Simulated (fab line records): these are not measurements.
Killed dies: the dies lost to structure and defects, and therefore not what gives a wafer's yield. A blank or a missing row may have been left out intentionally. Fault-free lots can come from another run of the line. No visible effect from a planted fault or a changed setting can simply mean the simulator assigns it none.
Which of the tools did it?	flow n5_finfet	11 lots with 33 wafers sampled at 2 steps, on a route of 1938 steps

## WHAT THE GAUGES SHOWED, per wafer
N5_BEOL_M10_OCD_MEAS_38.
lot	measured	on	trench_depth_nm (nm)
L122	day 10 01:17	ocd-01	147.2 145.5 145.5
L123	day 10 03:39	ocd-02	150.5 145.7 151.7
L124	day 10 07:09	ocd-01	145.7 150.4 149.2
L126	day 11 07:40	ocd-02	147.0 152.6 154.3
L127	day 11 13:32	ocd-02	154.6 155.4 148.5
L130	day 12 07:38	ocd-01	150.5 150.9 151.1
L132	day 12 22:43	ocd-02	152.7 150.3 148.2
L133	day 12 23:10	ocd-02	149.5 147.9 150.4
L142	day 15 09:43	ocd-02	149.1 151.5 154.2
L145	day 15 13:29	ocd-01	150.9 148.0 147.6
L143	day 15 15:31	ocd-02	152.2 152.6 149.8

## EACH LOT AND THE TOOL THAT RAN IT (in order: tool; ch and the chambers of the sampled wafers; start)
lot	N5_BEOL_M10_PECVD_70
L122	pecvd-04 ch 0,1, day 9 21:32
L123	pecvd-01 ch 0,2, day 9 21:46
L124	pecvd-03 ch 0,1, day 10 04:13
L126	pecvd-03 ch 0,1, day 11 01:04
L127	pecvd-04 ch 0,1,2, day 11 10:17
L130	pecvd-01 ch 1,2, day 12 04:05
L132	pecvd-04 ch 0,1,2, day 12 17:43
L133	pecvd-04 ch 1,2, day 12 18:04
L142	pecvd-03 ch 0,1, day 15 06:32
L145	pecvd-03 ch 0,1,2, day 15 10:50
L143	pecvd-03 ch 0,1,2, day 15 11:38
- N5_BEOL_M10_PECVD_70: deposits SiO2 from TEOS/O2, target thk 20 nm, time 22.7 s.

## THE ANSWER, worked out from the rows above alone
Rule: the lots themselves supply what counts as usual. The widest of any qualifying gaps counts: lots, ordered by their means at a reading, are off when they make up no more than a third of the lots, leave a main group of 4 or more, and stand apart from it by 3 or more times the standard deviation of that group's means. Not used: any main group whose means are identical at the precision the tables above print for the reading. A lot without any number at a reading at which 4 lots or more have one is off too. The other lots that the step has rows for count as sound.
None of the lots is off at any reading shown; this tells nothing.

## WHAT THE SIMULATOR PUT IN
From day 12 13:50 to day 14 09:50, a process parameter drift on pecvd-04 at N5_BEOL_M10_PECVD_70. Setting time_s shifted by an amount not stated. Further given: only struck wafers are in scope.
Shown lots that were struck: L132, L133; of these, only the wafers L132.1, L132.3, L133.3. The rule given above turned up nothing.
